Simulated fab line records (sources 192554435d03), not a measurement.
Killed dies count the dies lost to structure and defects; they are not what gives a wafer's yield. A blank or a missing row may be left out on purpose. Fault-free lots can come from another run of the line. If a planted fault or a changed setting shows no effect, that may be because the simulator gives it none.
Struck lot and sound lot, side by side :: flow n5Finfet :: 20 steps out of a route of 1938
Sound: wafers L442.1, L442.3, L442.6. The struck wafers were L449.1, L449.3, L449.6. The cause comes at the end.
Order at every step that has rows: each side's tool, ch and its chambers, its first start. Under that, the readings that differ: sound wafers :: struck wafers :: difference of the means :: sigmas: that difference in standard deviations of wafers without a fault.
alike: same words and numbers on both sides, and readings whose means sit less than 2 such deviations apart. not compared: any withheld reading, any reading some wafer has no value for, any bound like >300 that may hide the same value, and any number with overlapping values for which the record gives no deviation.
The two part at a step that has a row with sigmas, a row that says differs or no value, or rows on one side only. When numbers do not overlap yet have no deviation, they are printed without sigmas and do not part them. A reading missing from all wafers of one side parts the sides only when that side holds two or more wafers.

N5_BEOL_M13_CMP_49: polishes, stops on SiOC, t overpolish 17.1 s, target thk 420 nm.
  sound on cmp-02 ch 2,3, day 13 20:13; struck on cmp-01 ch 1,2,3, day 14 20:35
reading: motorCurrentA (A)
sound: 6.2 5.3 5.6
struck: 6.5 8.2 7.7
difference: +1.8
sigmas: +2
  alike: barrierFieldEndpointS, overpolishRunS
N5_BEOL_M13_THK_MEAS_50: measures by xrf.
  sound on filmMetro-02 at day 13 20:32; struck on filmMetro-01 at day 14 20:47
reading: M13_THK (nm)
sound: 448 430 435
struck: 416 419 416
difference: -21
sigmas: -2
then, 1 step without rows for these wafers: N5_BEOL_M13_PRE_CLEAN_52 (time 15 s).
N5_BEOL_M13_DEP_53: deposits SiCN from 3MS/NH3, target thk 50 nm, time 17.8 s.
  sound on pecvd-02 ch 0,2, day 13 20:36; struck on pecvd-03 ch 1,2, day 14 20:52
  alike: showerheadPlenumPTorr, throttleValvePct
N5_BEOL_M13_RS_MEAS_54: a four-point-probe measurement.
  sound on filmMetro-02 at day 13 20:40; struck on filmMetro-01 at day 14 20:55
reading: M13_RS (ohm/sq)
sound: 0.0432 0.0447 0.0446
struck: 0.0463 0.0460 0.0462
difference: +0.0020
sigmas: +2
N5_BEOL_M13_INSPECT_55: inspects for defects (darkfield).
  sound on defectInspect-02 at day 13 20:41; struck on defectInspect-01 at day 14 20:57
  alike: rawDefectCount
N5_BEOL_M14_ILD_DEP_00: deposits SiO2 from TEOS/O2, target thk 1119.3 nm, time 237.4 s.
  sound on pecvd-03 ch 0,1,2, day 13 20:44; struck on pecvd-01 ch 0,2, day 14 20:59
  alike: heaterPowerW, showerheadPlenumPTorr, susceptorTempC, throttleValvePct
N5_BEOL_M14_THK_MEAS_01:
  sound on filmMetro-01 at day 13 20:55; struck on filmMetro-01 at day 14 21:10
  alike: M14_ILD_THK
then, 4 steps without rows for these wafers: N5_BEOL_M14_COAT_58 (time 60 s, resist thk 89 nm); N5_BEOL_M14_COAT_04 (resist thk 800 nm); N5_BEOL_M14_EBR_06; N5_BEOL_M14_SOFTBAKE_05 (time 60 s).
N5_BEOL_M14_EXPOSE_07: exposes mask V13.
  sound on krfScanner-02 ch 0, day 13 21:03; struck on krfScanner-02 ch 0, day 14 21:26
reading: model.BEOL_M14.overlayXNm (nm)
sound: -2.4 -2.4 -2.4
struck: 39 39 39
difference: +41
sigmas: 
  alike: mask
then, 3 steps without rows for these wafers: N5_BEOL_M14_PEB_08 (peb time 90 s); N5_BEOL_M14_DEVELOP_09 (develop time 45 s); N5_BEOL_M14_HARDBAKE_14 (time 120 s).
N5_BEOL_M14_CD_MEAS_10: the cd target is 250 nm.
  sound on cdSem-02 ch 0, day 13 21:13; struck on cdSem-01 ch 0, day 14 21:37
  alike: cdNm
N5_BEOL_M14_OVL_MEAS_11:
  sound on overlay-02 ch 0, day 13 21:15; struck on overlay-02 ch 0, day 14 21:38
reading: V13_OVL (nm)
sound: -7 -4 -5
struck: 38 39 40
difference: +44
sigmas: +9
N5_BEOL_M14_INSPECT_12: inspects for defects (macro).
  sound on defectInspect-01 at day 13 21:17; struck on defectInspect-01 at day 14 21:40
  alike: rawDefectCount
next, for these wafers, 1 step has no rows: N5_PASSIVATION_PROBE_49.

WHERE THEY PART
Last at N5_BEOL_M14_OVL_MEAS_11 as far as this record goes, first at N5_BEOL_M13_CMP_49. Later steps at which nothing parts them and some readings are alike: N5_BEOL_M14_INSPECT_12.

WHY: what the simulator had put in
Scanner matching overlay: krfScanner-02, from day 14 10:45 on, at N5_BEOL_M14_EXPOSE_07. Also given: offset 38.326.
